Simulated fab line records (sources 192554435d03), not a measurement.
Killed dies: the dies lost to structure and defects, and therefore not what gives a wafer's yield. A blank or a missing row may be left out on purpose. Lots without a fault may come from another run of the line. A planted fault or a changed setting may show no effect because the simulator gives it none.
Which tool was responsible? || flow n5-finfet || 9 lots with 24 wafers sampled at 5 steps, on a route of 1938 steps

## WHAT THE GAUGES SHOWED, per wafer
N5_BEOL_M4_RC_MEAS_101. Usual: DIBL_N 36.3 mV/V, standard deviation 1.8; DIBL_P 36.5 mV/V, standard deviation 2.1; IOFF_N 0.16 nA/um, standard deviation 0.031; IOFF_P 0.22 nA/um, standard deviation 0.038; ION_N 677 uA/um, standard deviation 12; ION_P 466 uA/um, standard deviation 7.8; SS_N 71.5 mV/dec, standard deviation 0.61; SS_P 73.2 mV/dec, standard deviation 0.7; VT_N 249 mV, standard deviation 3; VT_P -248.9 mV, standard deviation 3.
{"lot": "L711", "measured": "day 8 19:02", "on": "prober-02", "DIBL_N (mV/V)": "34.6 36.4 34.8", "DIBL_P (mV/V)": "35.1 37.0 34.2", "IOFF_N (nA/um)": "0.14 0.17 0.13", "IOFF_P (nA/um)": "0.22 0.24 0.21", "ION_N (uA/um)": "676 682 662", "ION_P (uA/um)": "472 474 464", "SS_N (mV/dec)": "71.2 70.5 71.4", "SS_P (mV/dec)": "73.5 73.3 72.3", "VT_N (mV)": "251 246 252", "VT_P (mV)": "-245.7 -246.0 -249.5", "flag": ""}
{"lot": "L713", "measured": "day 9 08:14", "on": "prober-02", "DIBL_N (mV/V)": "38.2 36.2 39.2", "DIBL_P (mV/V)": "38.6 36.3 38.9", "IOFF_N (nA/um)": "0.20 0.17 0.22", "IOFF_P (nA/um)": "0.24 0.20 0.27", "ION_N (uA/um)": "693 688 691", "ION_P (uA/um)": "464 462 466", "SS_N (mV/dec)": "72.0 71.4 72.4", "SS_P (mV/dec)": "73.6 72.0 73.8", "VT_N (mV)": "247 250 244", "VT_P (mV)": "-246.9 -250.2 -246.2", "flag": ""}
{"lot": "L714", "measured": "day 9 09:10", "on": "prober-02", "DIBL_N (mV/V)": "35.9 36.7 36.4", "DIBL_P (mV/V)": "36.8 37.7 37.2", "IOFF_N (nA/um)": "0.15 0.17 0.16", "IOFF_P (nA/um)": "0.20 0.22 0.20", "ION_N (uA/um)": "667 664 687", "ION_P (uA/um)": "456 459 463", "SS_N (mV/dec)": "72.2 72.4 71.9", "SS_P (mV/dec)": "73.3 73.4 73.5", "VT_N (mV)": "250 252 248", "VT_P (mV)": "-249.2 -251.5 -251.7", "flag": ""}
{"lot": "L719", "measured": "day 10 10:07", "on": "prober-02", "DIBL_N (mV/V)": "36.3 34.8 38.2", "DIBL_P (mV/V)": "36.3 34.0 39.1", "IOFF_N (nA/um)": "0.14 0.12 0.18", "IOFF_P (nA/um)": "0.18 0.15 0.22", "ION_N (uA/um)": "665 664 693", "ION_P (uA/um)": "455 455 465", "SS_N (mV/dec)": "71.3 71.0 70.9", "SS_P (mV/dec)": "73.1 72.9 74.1", "VT_N (mV)": "252 256 249", "VT_P (mV)": "-255.5 -258.4 -252.0", "flag": ""}
{"lot": "L725", "measured": "day 12 03:22", "on": "prober-02", "DIBL_N (mV/V)": "35.5 39.4", "DIBL_P (mV/V)": "36.1 40.5", "IOFF_N (nA/um)": "0.15 0.21", "IOFF_P (nA/um)": "0.22 0.32", "ION_N (uA/um)": "679 687", "ION_P (uA/um)": "474 479", "SS_N (mV/dec)": "71.7 71.9", "SS_P (mV/dec)": "73.5 73.8", "VT_N (mV)": "247 244", "VT_P (mV)": "-250.4 -243.2", "flag": ""}
{"lot": "L726", "measured": "day 12 14:26", "on": "prober-02", "DIBL_N (mV/V)": "34.8 34.1", "DIBL_P (mV/V)": "35.9 35.0", "IOFF_N (nA/um)": "0.16 0.15", "IOFF_P (nA/um)": "0.21 0.20", "ION_N (uA/um)": "670 684", "ION_P (uA/um)": "459 466", "SS_N (mV/dec)": "70.6 71.0", "SS_P (mV/dec)": "72.9 72.6", "VT_N (mV)": "250 247", "VT_P (mV)": "-249.4 -251.3", "flag": ""}
{"lot": "L728", "measured": "day 12 17:48", "on": "prober-01", "DIBL_N (mV/V)": "37.6 36.0", "DIBL_P (mV/V)": "36.4 35.0", "IOFF_N (nA/um)": "0.19 0.16", "IOFF_P (nA/um)": "0.24 0.22", "ION_N (uA/um)": "674 685", "ION_P (uA/um)": "467 478", "SS_N (mV/dec)": "70.9 71.8", "SS_P (mV/dec)": "73.4 72.4", "VT_N (mV)": "247 248", "VT_P (mV)": "-246.8 -248.1", "flag": ""}
{"lot": "L731", "measured": "day 13 12:35", "on": "prober-02", "DIBL_N (mV/V)": "33.1 34.5 35.5", "DIBL_P (mV/V)": "33.0 34.4 35.7", "IOFF_N (nA/um)": "0.12 0.14 0.16", "IOFF_P (nA/um)": "0.19 0.21 0.23", "ION_N (uA/um)": "661 685 669", "ION_P (uA/um)": "466 470 469", "SS_N (mV/dec)": "70.7 70.8 70.9", "SS_P (mV/dec)": "71.9 73.4 72.7", "VT_N (mV)": "255 251 248", "VT_P (mV)": "-247.7 -247.6 -248.0", "flag": ""}
{"lot": "L734", "measured": "day 14 01:23", "on": "prober-01", "DIBL_N (mV/V)": "34.1 34.1 38.3", "DIBL_P (mV/V)": "35.5 34.8 40.8", "IOFF_N (nA/um)": "0.14 0.14 0.23", "IOFF_P (nA/um)": "0.20 0.19 0.31", "ION_N (uA/um)": "680 661 698", "ION_P (uA/um)": "469 457 477", "SS_N (mV/dec)": "71.8 71.4 71.7", "SS_P (mV/dec)": "72.6 72.4 73.5", "VT_N (mV)": "250 249 245", "VT_P (mV)": "-250.0 -249.1 -246.5", "flag": ""}

## EACH LOT AND THE TOOL THAT RAN IT (in order: tool; ch and the chambers of the sampled wafers; start)
{"lot": "L711", "N5_MOL_CONTACT_COAG_ALD_133": "ald-sin-02 ch 0,3, day 5 06:40", "N5_MOL_CONTACT_COAG_ETCHBACK_134": "rie-diel-05 ch 1,2,3, day 5 06:51", "N5_MOL_CONTACT_COAG_VIA_ETCH_117": "rie-diel-05 ch 1,2,3, day 5 07:01", "N5_MOL_CONTACT_COAG_STRIP_72": "rie-diel-05 ch 1,2,3, day 5 07:08"}
{"lot": "L713", "N5_MOL_CONTACT_COAG_ALD_133": "ald-sin-02 ch 1,3, day 5 18:01", "N5_MOL_CONTACT_COAG_ETCHBACK_134": "rie-diel-01 ch 0,2, day 5 18:20", "N5_MOL_CONTACT_COAG_VIA_ETCH_117": "rie-diel-01 ch 0,2, day 5 18:30", "N5_MOL_CONTACT_COAG_STRIP_72": "rie-diel-01 ch 0,2, day 5 18:37"}
{"lot": "L714", "N5_MOL_CONTACT_COAG_ALD_133": "ald-sin-03 ch 0,1,2, day 5 23:05", "N5_MOL_CONTACT_COAG_ETCHBACK_134": "rie-diel-05 ch 0,1,3, day 5 23:23", "N5_MOL_CONTACT_COAG_VIA_ETCH_117": "rie-diel-05 ch 0,1,3, day 5 23:33", "N5_MOL_CONTACT_COAG_STRIP_72": "rie-diel-05 ch 0,1,3, day 5 23:40"}
{"lot": "L719", "N5_MOL_CONTACT_COAG_ALD_133": "ald-sin-02 ch 1,2,3, day 7 02:25", "N5_MOL_CONTACT_COAG_ETCHBACK_134": "rie-diel-01 ch 1,2, day 7 02:38", "N5_MOL_CONTACT_COAG_VIA_ETCH_117": "rie-diel-01 ch 1,2, day 7 02:48", "N5_MOL_CONTACT_COAG_STRIP_72": "rie-diel-01 ch 1,2, day 7 02:55"}
{"lot": "L725", "N5_MOL_CONTACT_COAG_ALD_133": "ald-sin-02 ch 0,3, day 8 16:37", "N5_MOL_CONTACT_COAG_ETCHBACK_134": "rie-diel-01 ch 1,2, day 8 17:02", "N5_MOL_CONTACT_COAG_VIA_ETCH_117": "rie-diel-01 ch 1,2, day 8 17:11", "N5_MOL_CONTACT_COAG_STRIP_72": "rie-diel-01 ch 1,2, day 8 17:19"}
{"lot": "L726", "N5_MOL_CONTACT_COAG_ALD_133": "ald-sin-02 ch 2,3, day 9 02:28", "N5_MOL_CONTACT_COAG_ETCHBACK_134": "rie-diel-02 ch 1, day 9 02:39", "N5_MOL_CONTACT_COAG_VIA_ETCH_117": "rie-diel-02 ch 1, day 9 02:49", "N5_MOL_CONTACT_COAG_STRIP_72": "rie-diel-02 ch 1, day 9 02:56"}
{"lot": "L728", "N5_MOL_CONTACT_COAG_ALD_133": "ald-sin-02 ch 3, day 9 14:29", "N5_MOL_CONTACT_COAG_ETCHBACK_134": "rie-diel-02 ch 2,3, day 9 14:41", "N5_MOL_CONTACT_COAG_VIA_ETCH_117": "rie-diel-02 ch 2,3, day 9 14:50", "N5_MOL_CONTACT_COAG_STRIP_72": "rie-diel-02 ch 2,3, day 9 14:58"}
{"lot": "L731", "N5_MOL_CONTACT_COAG_ALD_133": "ald-sin-03 ch 0,2,3, day 10 03:47", "N5_MOL_CONTACT_COAG_ETCHBACK_134": "rie-diel-05 ch 1,3, day 10 03:58", "N5_MOL_CONTACT_COAG_VIA_ETCH_117": "rie-diel-05 ch 1,3, day 10 04:08", "N5_MOL_CONTACT_COAG_STRIP_72": "rie-diel-05 ch 1,3, day 10 04:15"}
{"lot": "L734", "N5_MOL_CONTACT_COAG_ALD_133": "ald-sin-04 ch 0,1,3, day 11 01:38", "N5_MOL_CONTACT_COAG_ETCHBACK_134": "rie-diel-02 ch 0,1,3, day 11 01:49", "N5_MOL_CONTACT_COAG_VIA_ETCH_117": "rie-diel-02 ch 0,1,3, day 11 01:59", "N5_MOL_CONTACT_COAG_STRIP_72": "rie-diel-02 ch 0,1,3, day 11 02:06"}
- N5_MOL_CONTACT_COAG_ALD_133: deposits SiO2, target thk 5 nm, pulse time 1 s, co reactant pulse time 1 s.
- N5_MOL_CONTACT_COAG_ETCHBACK_134: etches SiO2 in CHF3, target depth 10 nm, time 6.7 s.
- N5_MOL_CONTACT_COAG_VIA_ETCH_117: etches SiO2 in C4F6/O2, target depth 40 nm, overetch 8 nm, time 26 s.
- N5_MOL_CONTACT_COAG_STRIP_72: strips in N2/H2.

## AS READ BY THE TOOLS THEMSELVES (means over the sampled wafers that have a number; for cases with no such wafer, the mark the record gives instead)
N5_MOL_CONTACT_COAG_ALD_133. Usual: heater-power-w 77 W, standard deviation 7; precursor-pulse-height-rel 1.001, standard deviation 0.021.
{"lot": "L711", "tool": "ald-sin-02", "heater-power-w (W)": 74, "precursor-pulse-height-rel": 0.991, "flag": ""}
{"lot": "L713", "tool": "ald-sin-02", "heater-power-w (W)": 74, "precursor-pulse-height-rel": 0.994, "flag": ""}
{"lot": "L714", "tool": "ald-sin-03", "heater-power-w (W)": 79, "precursor-pulse-height-rel": 1.019, "flag": ""}
{"lot": "L719", "tool": "ald-sin-02", "heater-power-w (W)": 75, "precursor-pulse-height-rel": 1.014, "flag": ""}
{"lot": "L725", "tool": "ald-sin-02", "heater-power-w (W)": 72, "precursor-pulse-height-rel": 1.008, "flag": ""}
{"lot": "L726", "tool": "ald-sin-02", "heater-power-w (W)": 74, "precursor-pulse-height-rel": 1.003, "flag": ""}
{"lot": "L728", "tool": "ald-sin-02", "heater-power-w (W)": 74, "precursor-pulse-height-rel": 0.993, "flag": ""}
{"lot": "L731", "tool": "ald-sin-03", "heater-power-w (W)": 76, "precursor-pulse-height-rel": 0.999, "flag": ""}
{"lot": "L734", "tool": "ald-sin-04", "heater-power-w (W)": 84, "precursor-pulse-height-rel": 1.002, "flag": ""}

N5_MOL_CONTACT_COAG_ETCHBACK_134. Usual: drypump-motor-current-A 5.9 A, standard deviation 0.64; oes-product-au 0.77 a.u., standard deviation 0.072; rf-vpp-V 525 V, standard deviation 9.4; showerhead-plenum-p-Torr 2.40 Torr, standard deviation 0.089; throttle-valve-pct 18.69 %, standard deviation 0.2.
{"lot": "L711", "tool": "rie-diel-05", "drypump-motor-current-A (A)": 6.1, "oes-product-au (a.u.)": 0.74, "rf-vpp-V (V)": 520, "showerhead-plenum-p-Torr (Torr)": 2.37, "throttle-valve-pct (%)": 18.64, "flag": ""}
{"lot": "L713", "tool": "rie-diel-01", "drypump-motor-current-A (A)": 6.2, "oes-product-au (a.u.)": 0.75, "rf-vpp-V (V)": 530, "showerhead-plenum-p-Torr (Torr)": 2.36, "throttle-valve-pct (%)": 18.77, "flag": ""}
{"lot": "L714", "tool": "rie-diel-05", "drypump-motor-current-A (A)": 6.1, "oes-product-au (a.u.)": 0.72, "rf-vpp-V (V)": 526, "showerhead-plenum-p-Torr (Torr)": 2.36, "throttle-valve-pct (%)": 18.68, "flag": ""}
{"lot": "L719", "tool": "rie-diel-01", "drypump-motor-current-A (A)": 5.3, "oes-product-au (a.u.)": 0.75, "rf-vpp-V (V)": 524, "showerhead-plenum-p-Torr (Torr)": 2.35, "throttle-valve-pct (%)": 18.70, "flag": ""}
{"lot": "L725", "tool": "rie-diel-01", "drypump-motor-current-A (A)": 5.5, "oes-product-au (a.u.)": 0.77, "rf-vpp-V (V)": 526, "showerhead-plenum-p-Torr (Torr)": 2.38, "throttle-valve-pct (%)": 18.72, "flag": ""}
{"lot": "L726", "tool": "rie-diel-02", "drypump-motor-current-A (A)": 6.5, "oes-product-au (a.u.)": 0.90, "rf-vpp-V (V)": 532, "showerhead-plenum-p-Torr (Torr)": 2.52, "throttle-valve-pct (%)": 18.30, "flag": ""}
{"lot": "L728", "tool": "rie-diel-02", "drypump-motor-current-A (A)": 5.8, "oes-product-au (a.u.)": 0.85, "rf-vpp-V (V)": 524, "showerhead-plenum-p-Torr (Torr)": 2.46, "throttle-valve-pct (%)": 18.71, "flag": ""}
{"lot": "L731", "tool": "rie-diel-05", "drypump-motor-current-A (A)": 6.3, "oes-product-au (a.u.)": 0.70, "rf-vpp-V (V)": 516, "showerhead-plenum-p-Torr (Torr)": 2.28, "throttle-valve-pct (%)": 18.61, "flag": ""}
{"lot": "L734", "tool": "rie-diel-02", "drypump-motor-current-A (A)": 6.2, "oes-product-au (a.u.)": 0.82, "rf-vpp-V (V)": 527, "showerhead-plenum-p-Torr (Torr)": 2.50, "throttle-valve-pct (%)": 18.54, "flag": ""}

N5_MOL_CONTACT_COAG_VIA_ETCH_117. Usual: drypump-motor-current-A 5.9 A, standard deviation 0.64; oes-product-au 0.69 a.u., standard deviation 0.059; rf-vpp-V 1591 V, standard deviation 27; showerhead-plenum-p-Torr 2.87 Torr, standard deviation 0.11; throttle-valve-pct 41.3 %, standard deviation 0.49.
{"lot": "L711", "tool": "rie-diel-05", "drypump-motor-current-A (A)": 6.1, "oes-product-au (a.u.)": 0.65, "rf-vpp-V (V)": 1575, "showerhead-plenum-p-Torr (Torr)": 2.83, "throttle-valve-pct (%)": 41.1, "flag": ""}
{"lot": "L713", "tool": "rie-diel-01", "drypump-motor-current-A (A)": 6.2, "oes-product-au (a.u.)": 0.67, "rf-vpp-V (V)": 1603, "showerhead-plenum-p-Torr (Torr)": 2.82, "throttle-valve-pct (%)": 41.6, "flag": ""}
{"lot": "L714", "tool": "rie-diel-05", "drypump-motor-current-A (A)": 6.1, "oes-product-au (a.u.)": 0.63, "rf-vpp-V (V)": 1592, "showerhead-plenum-p-Torr (Torr)": 2.82, "throttle-valve-pct (%)": 40.9, "flag": ""}
{"lot": "L719", "tool": "rie-diel-01", "drypump-motor-current-A (A)": 5.3, "oes-product-au (a.u.)": 0.68, "rf-vpp-V (V)": 1585, "showerhead-plenum-p-Torr (Torr)": 2.80, "throttle-valve-pct (%)": 41.4, "flag": ""}
{"lot": "L725", "tool": "rie-diel-01", "drypump-motor-current-A (A)": 5.6, "oes-product-au (a.u.)": 0.69, "rf-vpp-V (V)": 1592, "showerhead-plenum-p-Torr (Torr)": 2.85, "throttle-valve-pct (%)": 41.4, "flag": ""}
{"lot": "L726", "tool": "rie-diel-02", "drypump-motor-current-A (A)": 6.5, "oes-product-au (a.u.)": 0.81, "rf-vpp-V (V)": 1609, "showerhead-plenum-p-Torr (Torr)": 3.01, "throttle-valve-pct (%)": 40.4, "flag": ""}
{"lot": "L728", "tool": "rie-diel-02", "drypump-motor-current-A (A)": 5.8, "oes-product-au (a.u.)": 0.75, "rf-vpp-V (V)": 1586, "showerhead-plenum-p-Torr (Torr)": 2.93, "throttle-valve-pct (%)": 41.3, "flag": ""}
{"lot": "L731", "tool": "rie-diel-05", "drypump-motor-current-A (A)": 6.3, "oes-product-au (a.u.)": 0.62, "rf-vpp-V (V)": 1561, "showerhead-plenum-p-Torr (Torr)": 2.73, "throttle-valve-pct (%)": 40.7, "flag": ""}
{"lot": "L734", "tool": "rie-diel-02", "drypump-motor-current-A (A)": 6.3, "oes-product-au (a.u.)": 0.73, "rf-vpp-V (V)": 1595, "showerhead-plenum-p-Torr (Torr)": 2.98, "throttle-valve-pct (%)": 40.9, "flag": ""}

N5_MOL_CONTACT_COAG_STRIP_72. Usual: drypump-motor-current-A 5.9 A, standard deviation 0.63; oes-product-au 0.77 a.u., standard deviation 0.071; rf-vpp-V 59.2 V, standard deviation 2; showerhead-plenum-p-Torr 2.56 Torr, standard deviation 0.097; throttle-valve-pct 23.61 %, standard deviation 0.29.
{"lot": "L711", "tool": "rie-diel-05", "drypump-motor-current-A (A)": 6.1, "oes-product-au (a.u.)": 0.73, "rf-vpp-V (V)": 59.2, "showerhead-plenum-p-Torr (Torr)": 2.53, "throttle-valve-pct (%)": 23.59, "flag": ""}
{"lot": "L713", "tool": "rie-diel-01", "drypump-motor-current-A (A)": 6.2, "oes-product-au (a.u.)": 0.75, "rf-vpp-V (V)": 61.4, "showerhead-plenum-p-Torr (Torr)": 2.50, "throttle-valve-pct (%)": 23.60, "flag": ""}
{"lot": "L714", "tool": "rie-diel-05", "drypump-motor-current-A (A)": 6.1, "oes-product-au (a.u.)": 0.71, "rf-vpp-V (V)": 57.7, "showerhead-plenum-p-Torr (Torr)": 2.51, "throttle-valve-pct (%)": 23.52, "flag": ""}
{"lot": "L719", "tool": "rie-diel-01", "drypump-motor-current-A (A)": 5.3, "oes-product-au (a.u.)": 0.76, "rf-vpp-V (V)": 60.3, "showerhead-plenum-p-Torr (Torr)": 2.51, "throttle-valve-pct (%)": 23.82, "flag": ""}
{"lot": "L725", "tool": "rie-diel-01", "drypump-motor-current-A (A)": 5.6, "oes-product-au (a.u.)": 0.76, "rf-vpp-V (V)": 57.9, "showerhead-plenum-p-Torr (Torr)": 2.54, "throttle-valve-pct (%)": 23.87, "flag": ""}
{"lot": "L726", "tool": "rie-diel-02", "drypump-motor-current-A (A)": 6.5, "oes-product-au (a.u.)": 0.91, "rf-vpp-V (V)": 58.0, "showerhead-plenum-p-Torr (Torr)": 2.70, "throttle-valve-pct (%)": 23.27, "flag": ""}
{"lot": "L728", "tool": "rie-diel-02", "drypump-motor-current-A (A)": 5.8, "oes-product-au (a.u.)": 0.85, "rf-vpp-V (V)": 59.3, "showerhead-plenum-p-Torr (Torr)": 2.62, "throttle-valve-pct (%)": 23.76, "flag": ""}
{"lot": "L731", "tool": "rie-diel-05", "drypump-motor-current-A (A)": 6.3, "oes-product-au (a.u.)": 0.68, "rf-vpp-V (V)": 58.4, "showerhead-plenum-p-Torr (Torr)": 2.43, "throttle-valve-pct (%)": 23.50, "flag": ""}
{"lot": "L734", "tool": "rie-diel-02", "drypump-motor-current-A (A)": 6.3, "oes-product-au (a.u.)": 0.82, "rf-vpp-V (V)": 60.6, "showerhead-plenum-p-Torr (Torr)": 2.66, "throttle-valve-pct (%)": 23.36, "flag": ""}

## THE ANSWER, worked out from the rows above alone
Rule: take the mean of a lot's wafers that have a number; if it is more than 3 standard deviations from the usual mean, the lot is off. A lot without any number at a reading at which 4 lots or more have one is off too. The other lots that the step has rows for count as sound. First the gauges in route order, then the tools' own readings, where a lot's mean is used as printed above. At the first step where some lot is off, the reading lying furthest off is the one used; lots without a number count as furthest.
None of the lots is off at any reading shown; this tells nothing.

## WHAT HAD BEEN PUT IN BY THE SIMULATOR
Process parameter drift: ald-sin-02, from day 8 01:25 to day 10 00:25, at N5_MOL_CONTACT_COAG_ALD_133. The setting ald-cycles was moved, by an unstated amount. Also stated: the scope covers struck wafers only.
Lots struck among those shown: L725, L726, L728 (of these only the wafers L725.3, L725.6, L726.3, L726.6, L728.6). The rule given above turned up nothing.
